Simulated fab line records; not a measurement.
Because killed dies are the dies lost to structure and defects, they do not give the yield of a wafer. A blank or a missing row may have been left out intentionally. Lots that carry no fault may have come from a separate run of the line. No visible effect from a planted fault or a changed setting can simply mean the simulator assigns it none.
Chamber matching ; flow n5-finfet ; rie-si-05 running N5_BEOL_M0_SAQP_MANDREL_ETCH_103: 4 sister chambers
The step etches a-Si in HBr/Cl2, stops on SiCN, target depth 45 nm, bt time 10 s, time 27 s. 4 wafers are shown with their chamber, then 9 later ones without.

WAFERS, EACH WITH ITS CHAMBER
wafer;chamber;drypump-motor-current-A (A)
L083.6;3;5.77
L085.1;1;5.70
L085.2;2;5.65
L085.3;0;6.01

WAFERS WITH NO CHAMBER GIVEN
wafer;drypump-motor-current-A (A)
L089.3;5.77
L089.4;5.68
L089.5;6.00
L091.1;5.69
L091.3;6.02
L091.6;5.70
L092.2;5.68
L092.5;5.72
L092.6;6.00

CHAMBER TAKEN BY EACH
wafer;from the rows above;in truth
L089.3;3;3
L089.4;can't be placed: 1 or 2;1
L089.5;0;0
L091.1;1;1
L091.3;0;0
L091.6;1;1
L092.2;can't be placed: 1 or 2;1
L092.5;1;1
L092.6;0;0
Placed correctly: 7 of 9. Unplaceable from these rows: 2, with the true chamber sitting among the candidates in 2. Wrongly placed: 0.
How it was worked out, from the rows above alone: a wafer's distance from a chamber is the root of the sum, over the readings, of the square of ((its reading less the chamber's mean) divided by the reading's scatter). The wafer belongs to the nearest chamber; if the next one is less than 2 further off, it can't be placed. A chamber's mean is the mean of its shown wafers. The scatter (one wafer shown for each chamber): square how far every hidden wafer sits from the nearest shown wafer, average those squares and take the square root.
